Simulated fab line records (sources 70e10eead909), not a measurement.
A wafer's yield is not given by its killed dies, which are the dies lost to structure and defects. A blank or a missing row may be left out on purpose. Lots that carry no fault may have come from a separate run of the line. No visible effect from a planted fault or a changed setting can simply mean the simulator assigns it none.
fab line records | flow nandHarc
record lots=5 wafers=15 lastDay=25
route steps=1159 shown A_STAIRCASE@590
lots that met no fault: taken from a fault-free run of the same line
startH: start of the lot's first displayed wafer, in hours after the record's first day | waitH: hours elapsed since this lot's preceding step | " same as the row above | L1.1+2: a row that stands for several wafers | - no value, or no start given | * or withheld: withheld | < > ~ a bound
route shown NAME@n: a module of which the file shows steps, and the number in the route of the first | usual: average and standard deviation across the fault-free wafers | same: alike in all rows | chamber/n: place in a boat | sites: each site's reading | _std_site: their standard deviation | _edge_site: the outer-site mean with the inner-site mean subtracted | radiusMm: how far each site lies from the wafer's centre | mask NAME#n: copy n | behind: the tool/chamber that last shaped the wafer | hold: reason for holding the lot/hours on hold/outcome of the hold | device: the n, p or np transistor that did not switch | end of line: the tests these same wafers got at the end of their route | for a step that has no rows: nothing shown but its recipe | killed: at the first sort, the dies lost to defects and structure; wafer yield is something else | map: the dies of a wafer, with x for killed, . for not killed, _ for no die there
set.NAME: the setting as run; set.NAME@STEP: as run at that earlier step | model.NAME: the simulator's own value behind a step, which no gauge read
lots at selected steps of the route; one table per step, one row per wafer
services: from which hour (startH, from the record's first day; less than 0 if before it) a tool's chamber was out of use, for how many hours, and why
## steps
# step NHARC_A_STAIRCASE_TRIM_196
# recipe timeS=211.2 o2FlowSccm=500 arFlowSccm=0 biasW=0 chemistry=O2
# usual drypumpMotorCurrentA=5.7/0.63 mfcArSccm=0.012/0.012 oesProductAu=1.003/0.012 rfVppV=57.7/0.91 showerheadPlenumPTorr=3.48/0.15 throttleValvePct=17.036/0.0092
# columns lot.wafer tool chamber startH waitH drypumpMotorCurrentA mfcArSccm oesProductAu rfHoursCounterH rfVppV showerheadPlenumPTorr throttleValvePct
L075.2 rieDiel-11 1 255.07 0.1 5.1 0 1.007 22 57.7 3.35 17.047
L075.5 " 2 " " 5.1 0.010 1.003 - 56.6 3.40 17.026
L075.6 " 3 " " 5.5 0 1.017 - 56.8 3.38 17.041
L079.2 rieDiel-07 3 258.83 0.1 5.4 0.018 0.984 8 59.2 3.77 17.050
L079.3 " 2 " " 6.7 0.007 0.995 9 58.5 3.48 17.035
L079.6 " 3 " " 5.4 0.018 1.000 - 58.9 3.77 17.037
L085.1 rieDiel-11 2 308.31 0.1 5.1 0.010 0.995 37 57.6 3.39 17.022
L085.6 " 0 " " 6.0 0 0.977 - 57.2 3.60 17.041
L085.5 " 1 " " 5.1 0 0.995 - 57.5 3.34 17.025
L092.3 rieDiel-07 2 351.08 0.1 6.8 0.007 0.994 32 57.9 3.47 17.026
L092.4 " 3 " " 5.4 0.018 0.985 39 59.3 3.76 17.029
L092.6 " 3 " " 5.4 0.018 0.990 - 58.0 3.76 17.036
L095.3 rieDiel-07 2 363.92 0.2 6.7 0.007 0.995 38 57.8 3.47 17.045
L095.1 " 0 " " 5.3 0.023 1.023 42 58.0 3.28 17.037
L095.5 " 2 " " 6.7 0.007 0.992 - 57.2 3.47 17.024
# step NHARC_A_STAIRCASE_ETCH_197
# recipe targetDepthA=1000 timeS=40.5 ionEnergyEv=400 c4f8FlowSccm=20 o2FlowSccm=10 arFlowSccm=withheld rfW=600 biasW=1000 chemistry=C4F8/O2
# usual oesProductAu=0.948/0.017 rfVppV=894/5.5
# columns lot.wafer tool chamber startH waitH oesProductAu rfHoursCounterH rfVppV
L075.2 rieDiel-11 0 - - 0.914 22 898
L075.5 " 1 " " 0.963 - 891
L075.6 " 2 " " 0.940 - 890
L079.3 rieDiel-07 3 - - 0.952 8 904
L079.2 " 0 " " 0.958 8 886
L079.6 " 1 " " 0.953 - 901
L085.1 rieDiel-11 2 - - 0.929 37 890
L085.5 " 3 " " 0.961 - 890
L085.6 " 0 " " 0.928 - 899
L092.4 rieDiel-07 2 - - 0.929 32 894
L092.3 " 3 " " 0.934 40 904
L092.6 " 1 " " 0.970 - 900
L095.1 rieDiel-07 2 - - 0.917 38 894
L095.3 " 3 " " 0.924 45 904
L095.5 " 0 " " 0.941 - 887
# step NHARC_A_STAIRCASE_TRIM_198
# recipe timeS=211.2 o2FlowSccm=500 arFlowSccm=0 biasW=0 chemistry=O2
# usual drypumpMotorCurrentA=5.7/0.64 mfcArSccm=0.011/0.012 oesProductAu=1.000/0.013 rfVppV=57.6/0.8 showerheadPlenumPTorr=3.47/0.15 throttleValvePct=17.037/0.0098
# columns lot.wafer tool chamber startH waitH drypumpMotorCurrentA mfcArSccm oesProductAu rfHoursCounterH rfVppV showerheadPlenumPTorr throttleValvePct
L075.2 rieDiel-11 2 - - 5.1 0.010 0.986 15 56.8 3.40 17.038
L075.5 " 0 " " 6.0 0 0.983 - 58.4 3.61 17.048
L075.6 " 1 " " 5.1 0 1.004 - 58.0 3.35 17.034
L079.2 rieDiel-07 1 - - 6.4 0.008 1.013 9 59.2 3.64 17.033
L079.3 " 3 " " 5.4 0.018 0.995 8 57.5 3.77 17.026
L079.6 " 1 " " 6.4 0.008 1.005 - 58.2 3.64 17.030
L085.1 rieDiel-11 1 - - 5.1 0 1.002 43 56.9 3.34 17.049
L085.5 " 3 " " 5.5 0 1.017 - 57.4 3.37 17.024
L085.6 " 0 " " 6.0 0 0.980 - 57.5 3.60 17.034
L092.3 rieDiel-07 1 - - 6.3 0.008 0.999 36 58.2 3.63 17.058
L092.4 " 3 " " 5.4 0.018 0.984 40 57.8 3.76 17.062
L092.6 " 1 " " 6.4 0.008 0.993 - 58.5 3.63 17.043
L095.3 rieDiel-07 1 - - 6.4 0.008 1.005 41 58.7 3.63 17.036
L095.1 " 2 " " 6.7 0.007 0.982 38 58.5 3.47 17.021
L095.5 " 1 " " 6.4 0.008 1.003 - 58.3 3.63 17.039
# step NHARC_A_STAIRCASE_ETCH_199
# recipe targetDepthA=1000 timeS=40.5 ionEnergyEv=400 c4f8FlowSccm=20 o2FlowSccm=10 arFlowSccm=withheld rfW=600 biasW=1000 chemistry=C4F8/O2
# usual oesProductAu=0.946/0.015 rfVppV=894/5.6
# columns lot.wafer tool chamber startH waitH oesProductAu rfHoursCounterH rfVppV
L075.2 rieDiel-11 3 - - 0.952 21 889
L075.5 " 3 " " 0.951 - 892
L075.6 " 0 " " 0.916 - 899
L079.3 rieDiel-07 0 - - 0.958 8 887
L079.2 " 3 " " 0.937 8 904
L079.6 " 0 " " 0.944 - 889
L085.1 rieDiel-11 2 - - 0.946 38 892
L085.5 " 1 " " 0.937 - 889
L085.6 " 2 " " 0.942 - 890
L092.4 rieDiel-07 3 - - 0.920 40 903
L092.3 " 1 " " 0.930 36 900
L092.6 " 3 " " 0.918 - 904
L095.1 rieDiel-07 0 - - 0.961 43 886
L095.3 " 1 " " 0.933 41 898
L095.5 " 0 " " 0.966 - 887
# step NHARC_A_STAIRCASE_TRIM_200
# recipe timeS=211.2 o2FlowSccm=500 arFlowSccm=0 biasW=0 chemistry=O2
# usual drypumpMotorCurrentA=5.8/0.64 mfcArSccm=0.010/0.011 oesProductAu=1.003/0.013 rfVppV=57.6/0.84 showerheadPlenumPTorr=3.48/0.15 throttleValvePct=17.036/0.009
# columns lot.wafer tool chamber startH waitH drypumpMotorCurrentA mfcArSccm oesProductAu rfHoursCounterH rfVppV showerheadPlenumPTorr throttleValvePct
L075.2 rieDiel-11 2 - - 5.1 0.010 1.003 16 57.3 3.40 17.024
L075.5 " 1 " " 5.1 0 1.012 - 57.1 3.35 17.028
L075.6 " 2 " " 5.1 0.010 1.000 - 57.5 3.40 17.029
L079.2 rieDiel-07 2 - - 6.7 0.007 0.992 9 58.3 3.48 17.024
L079.3 " 0 " " 5.3 0.023 1.019 8 57.9 3.30 17.029
L079.6 " 3 " " 5.4 0.018 0.997 - 57.6 3.77 17.050
L085.1 rieDiel-11 0 - - 6.0 0 0.984 40 59.1 3.60 17.032
L085.6 " 3 " " 5.5 0 1.007 - 56.5 3.37 17.044
L085.5 " 0 " " 6.0 0 0.994 - 58.6 3.60 17.037
L092.4 rieDiel-07 2 - - 6.8 0.007 0.980 33 57.2 3.47 17.030
L092.3 " 3 " " 5.4 0.018 0.995 40 57.0 3.76 17.025
L092.6 " 2 " " 6.8 0.007 0.990 - 58.0 3.47 17.038
L095.1 rieDiel-07 3 - - 5.4 0.018 0.989 46 58.4 3.75 17.023
L095.3 " 1 " " 6.4 0.008 1.008 42 57.1 3.63 17.037
L095.5 " 3 " " 5.4 0.018 1.006 - 56.8 3.75 17.030
# step NHARC_A_STAIRCASE_ETCH_201
# recipe targetDepthA=1000 timeS=40.5 ionEnergyEv=400 c4f8FlowSccm=20 o2FlowSccm=10 arFlowSccm=withheld rfW=600 biasW=1000 chemistry=C4F8/O2
# usual oesProductAu=0.945/0.015 rfVppV=894/5.4
# columns lot.wafer tool chamber startH waitH oesProductAu rfHoursCounterH rfVppV
L075.2 rieDiel-11 2 - - 0.939 16 892
L075.5 " 1 " " 0.954 - 889
L075.6 " 2 " " 0.949 - 889
L079.3 rieDiel-07 0 - - 0.953 8 887
L079.2 " 2 " " 0.926 9 894
L079.6 " 3 " " 0.938 - 904
L085.1 rieDiel-11 0 - - 0.919 40 899
L085.5 " 1 " " 0.949 - 888
L085.6 " 2 " " 0.942 - 890
L092.3 rieDiel-07 0 - - 0.968 38 888
L092.4 " 1 " " 0.947 36 898
L092.6 " 2 " " 0.930 - 895
L095.3 rieDiel-07 3 - - 0.915 46 904
L095.1 " 0 " " 0.943 43 887
L095.5 " 3 " " 0.924 - 903
# step NHARC_A_STAIRCASE_TRIM_202
# recipe timeS=211.2 o2FlowSccm=500 arFlowSccm=0 biasW=0 chemistry=O2
# usual drypumpMotorCurrentA=5.7/0.62 mfcArSccm=0.012/0.012 oesProductAu=1.004/0.013 rfVppV=57.6/0.92 showerheadPlenumPTorr=3.47/0.15 throttleValvePct=17.038/0.0095
# columns lot.wafer tool chamber startH waitH drypumpMotorCurrentA mfcArSccm oesProductAu rfHoursCounterH rfVppV showerheadPlenumPTorr throttleValvePct
L075.2 rieDiel-11 1 - - 5.1 0 1.000 22 57.1 3.35 17.043
L075.6 " 3 " " 5.5 0 1.016 - 57.9 3.38 17.046
L075.5 " 0 " " 6.0 0 0.979 - 57.8 3.61 17.045
L079.2 rieDiel-07 0 - - 5.3 0.023 1.013 8 57.4 3.30 17.032
L079.3 " 1 " " 6.4 0.008 1.015 9 57.1 3.64 17.046
L079.6 " 0 " " 5.3 0.023 1.011 - 57.3 3.30 17.037
L085.1 rieDiel-11 3 - - 5.5 0 1.005 41 58.8 3.37 17.059
L085.5 " 2 " " 5.1 0.010 0.999 - 58.8 3.39 17.043
L085.6 " 3 " " 5.4 0 1.018 - 56.3 3.37 17.042
L092.4 rieDiel-07 3 - - 5.4 0.018 0.991 40 57.5 3.75 17.047
L092.3 " 0 " " 5.3 0.023 1.029 38 56.1 3.29 17.047
L092.6 " 2 " " 6.7 0.007 0.989 - 58.5 3.47 17.031
L095.1 rieDiel-07 0 - - 5.3 0.023 1.026 43 57.5 3.28 17.039
L095.3 " 2 " " 6.7 0.007 0.991 39 57.5 3.47 17.035
L095.5 " 0 " " 5.3 0.023 1.009 - 57.3 3.28 17.041
# step NHARC_A_STAIRCASE_ETCH_203
# recipe targetDepthA=1000 timeS=40.5 ionEnergyEv=400 c4f8FlowSccm=20 o2FlowSccm=10 arFlowSccm=withheld rfW=600 biasW=1000 chemistry=C4F8/O2
# usual oesProductAu=0.943/0.014 rfVppV=894/5.7
# columns lot.wafer tool chamber startH waitH oesProductAu rfHoursCounterH rfVppV
L075.2 rieDiel-11 0 - - 0.916 22 898
L075.5 " 2 " " 0.946 - 891
L075.6 " 3 " " 0.946 - 890
L079.3 rieDiel-07 0 - - 0.959 8 888
L079.2 " 1 " " 0.958 9 902
L079.6 " 2 " " 0.936 - 895
L085.1 rieDiel-11 3 - - 0.952 41 891
L085.6 " 2 " " 0.949 - 889
L085.5 " 3 " " 0.944 - 890
L092.4 rieDiel-07 0 - - 0.953 38 886
L092.3 " 2 " " 0.914 33 894
L092.6 " 0 " " 0.959 - 886
L095.1 rieDiel-07 0 - - 0.946 43 886
L095.3 " 1 " " 0.928 42 899
L095.5 " 0 " " 0.953 - 885
# step NHARC_A_STAIRCASE_STRIP_205
# recipe powerW=1500 tempC=250 chemistry=O2
# usual drypumpMotorCurrentA=5.7/0.39 heaterPowerW=306/48
# columns lot.wafer tool chamber startH waitH drypumpMotorCurrentA heaterPowerW rfHoursCounterH
L075.2 plasmaAsher-02 1 256.28 0.1 5.4 331 22
L075.5 " 1 " " 5.4 327 -
L075.6 " 0 " " 6.4 369 -
L079.2 plasmaAsher-02 1 260.07 0.1 5.4 331 23
L079.3 " 0 " " 6.4 383 -
L079.6 " 0 " " 6.4 371 -
L085.1 plasmaAsher-01 0 309.33 0.1 5.6 243 8
L085.5 " 0 " " 5.7 243 -
L085.6 " 1 " " 5.3 291 -
L092.3 plasmaAsher-02 1 352.73 0.2 5.4 332 -
L092.4 " 0 " " 6.4 387 -
L092.6 " 0 " " 6.4 376 -
L095.1 plasmaAsher-01 0 366.16 0.9 5.6 244 27
L095.3 " 0 " " 5.6 241 -
L095.5 " 0 " " 5.7 244 -
# step NHARC_A_STAIRCASE_STRIP_206
# recipe timeS=900 tempC=130 chemistry=SPM
# columns lot.wafer tool chamber startH waitH
L075.5+2+6 wetBench-09 1,2,3 256.67 0.2
L079.3+6+2 wetBench-06 3,4,5 260.39 0.2
L085.6+1+5 wetBench-06 7,2,4 309.68 0.1
L092.6+4+3 wetBench-06 1,3,5 352.99 0.1
L095.5+3+1 wetBench-09 0,2,4 366.46 0.1
# step NHARC_A_STAIRCASE_PRECLEAN_207
# recipe timeS=* tempC=50 bathAgeMin=0 chemistry=SC1
# columns lot.wafer tool chamber startH waitH
L075.5+2+6 wetBench-09 1,2,3 - -
L079.3+6+2 wetBench-06 3,4,5 - -
L085.6+1+5 wetBench-06 7,2,4 - -
L092.6+4+3 wetBench-06 1,3,5 - -
L095.5+3+1 wetBench-09 0,2,4 - -
# step NHARC_A_STAIRCASE_SRD_208
# columns lot.wafer tool chamber startH waitH
L075.5+2+6 wetBench-09 1,2,3 - -
L079.3+6+2 wetBench-06 3,4,5 - -
L085.6+1+5 wetBench-06 7,2,4 - -
L092.6+4+3 wetBench-06 1,3,5 - -
L095.5+3+1 wetBench-09 0,2,4 - -
## services
# columns tool chamber startH hours kind
rieDiel-07 0 237.46 - clean
rieDiel-07 1 237.46 - clean
rieDiel-07 2 237.46 - clean
rieDiel-07 3 237.46 - clean
rieDiel-07 0 262.04 - clean
rieDiel-07 1 262.04 - clean
rieDiel-07 2 262.04 - clean
rieDiel-07 3 262.04 - clean
rieDiel-07 2 267.40 10.3 repair
plasmaAsher-01 - 276.25 9.0 pm
rieDiel-07 0 286.54 - clean
rieDiel-07 1 286.54 - clean
rieDiel-07 2 286.54 - clean
rieDiel-07 3 286.54 - clean
wetBench-09 - 288.80 8.0 pm
rieDiel-07 0 311.04 - clean
rieDiel-07 1 311.04 - clean
rieDiel-07 2 311.04 - clean
rieDiel-07 3 311.04 - clean
wetBench-06 - 320.82 8.0 pm
rieDiel-07 0 335.54 - clean
rieDiel-07 1 335.54 - clean
rieDiel-07 - 335.76 2.1 repair
plasmaAsher-02 - 360.00 9.0 pm
## key
fault none
